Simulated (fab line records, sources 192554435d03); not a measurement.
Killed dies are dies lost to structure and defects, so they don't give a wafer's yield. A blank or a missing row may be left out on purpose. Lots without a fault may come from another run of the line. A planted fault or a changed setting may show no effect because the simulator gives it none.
One fault seen from 2 desks | flow n5_finfet | each desk has only its own numbers; what lay behind them comes last

THE TOOL OWNER'S DESK: rie_diel-03
The tool's own readings at N5_BEOL_M8_TRENCH_ETCH_37 (etches SiCOH lowk in C4F6/O2, target depth 93.478 nm, time 31.2 s): means of the sampled wafers that have a number, for each lot that ran on this tool. A lot is out of limits, marked OUT, if its mean lies more than 4 standard deviations from the usual mean; the brackets give that distance.
Columns: A = C4F6_flow_sccm at N5_BEOL_M8_TRENCH_ETCH_37, usual 10.01 sccm; B = bias_w at N5_BEOL_M8_TRENCH_ETCH_37, usual 185.0 W; C = drypump_motor_current_A at N5_BEOL_M8_TRENCH_ETCH_37, usual 5.9 A; D = oes_product_au at N5_BEOL_M8_TRENCH_ETCH_37, usual 0.82 a.u.; E = rf_vpp_V at N5_BEOL_M8_TRENCH_ETCH_37, usual 664 V; F = showerhead_plenum_p_Torr at N5_BEOL_M8_TRENCH_ETCH_37, usual 2.82 Torr; G = throttle_valve_pct at N5_BEOL_M8_TRENCH_ETCH_37, usual 20.85 %
lot  | first seen here | A     | B                       | C   | D    | E             | F    | G
L817 | day 9 17:23     | 10.01 | 184.5                   | 6.2 | 0.72 | 651           | 2.83 | 20.93
L826 | day 12 11:22    | 9.99  | 185.2                   | 6.0 | 0.88 | 651           | 2.81 | 20.78
L828 | day 12 22:25    | 10.02 | 184.9                   | 6.0 | 0.96 | 655           | 2.78 | 20.64
L831 | day 13 08:49    | 10.01 | 185.3                   | 6.3 | 0.80 | 651           | 2.83 | 20.95
L832 | day 13 17:55    | 10.03 | 184.5                   | 5.9 | 0.85 | 652           | 2.79 | 20.70
L834 | day 14 08:28    | 9.97  | 122.3 (-99 or more) OUT | 5.9 | 0.64 | 466 (-12) OUT | 2.81 | 20.75
L836 | day 14 09:51    | 9.95  | 123.1 (-99 or more) OUT | 5.9 | 0.64 | 466 (-12) OUT | 2.81 | 20.75
This desk's finding: out of limits on L834, L836; first on L834, day 14 08:28 (bias_w at N5_BEOL_M8_TRENCH_ETCH_37). In limits: L817, L826, L828, L831, L832.

THE METROLOGY DESK
What the gauges read, lot by lot, whatever tool the lot ran on: means of the sampled wafers that have a number. A lot is out of limits, marked OUT, if its mean lies more than 4 standard deviations from the usual mean; the brackets give that distance.
Columns: A = cd_nm at N5_BEOL_M8_CD_MEAS_18, usual 40.2 nm; B = trench_depth_nm at N5_BEOL_M8_OCD_MEAS_38, usual 94.2 nm; C = M8_THK at N5_BEOL_M8_THK_MEAS_53, usual 80.2 nm; D = M8_RS at N5_BEOL_M8_RS_MEAS_57, usual 0.282 ohm/sq
lot  | first seen here | A    | B               | C               | D
L817 | day 9 16:34     | 40.3 | 93.6            | 78.0            | 0.291
L819 | day 10 10:40    | 39.8 | 94.2            | 81.4            | 0.277
L824 | day 12 02:26    | 40.2 | 93.5            | 81.5            | 0.279
L826 | day 12 10:40    | 39.9 | 93.8            | 80.4            | 0.281
L828 | day 12 20:36    | 40.3 | 95.4            | 82.0            | 0.275
L831 | day 13 07:24    | 40.4 | 92.8            | 79.0            | 0.285
L832 | day 13 15:37    | 40.3 | 95.8            | 80.5            | 0.279
L834 | day 14 05:23    | 40.5 | 84.0 (-6.4) OUT | 70.0 (-5.1) OUT | 0.334 (+6.6) OUT
L836 | day 14 09:07    | 40.3 | 84.2 (-6.2) OUT | 70.1 (-5.1) OUT | 0.332 (+6.3) OUT
L838 | day 15 06:45    | 39.2 | 94.5            | 81.3            | 0.278
This desk's finding: out of limits on L834, L836; first on L834, day 14 08:38 (trench_depth_nm at N5_BEOL_M8_OCD_MEAS_38). In limits: L817, L819, L824, L826, L828, L831, L832, L838.

PUT TOGETHER
The tool owner's desk could have raised an alarm at day 14 08:28, on L834, L836.
The metrology desk could have raised an alarm at day 14 08:38, on L834, L836.
Of the lots named, all ran N5_BEOL_M8_TRENCH_ETCH_37 on rie_diel-03.

WHAT THE SIMULATOR HAD PUT IN
Process parameter drift: rie_diel-03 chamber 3, from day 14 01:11 on, at N5_BEOL_M8_TRENCH_ETCH_37. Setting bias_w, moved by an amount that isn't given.
Lots struck among those shown: L834, L836.
Hours from the fault's start to each desk's first reading out of limits: the tool owner's desk, 7; the metrology desk, 7.
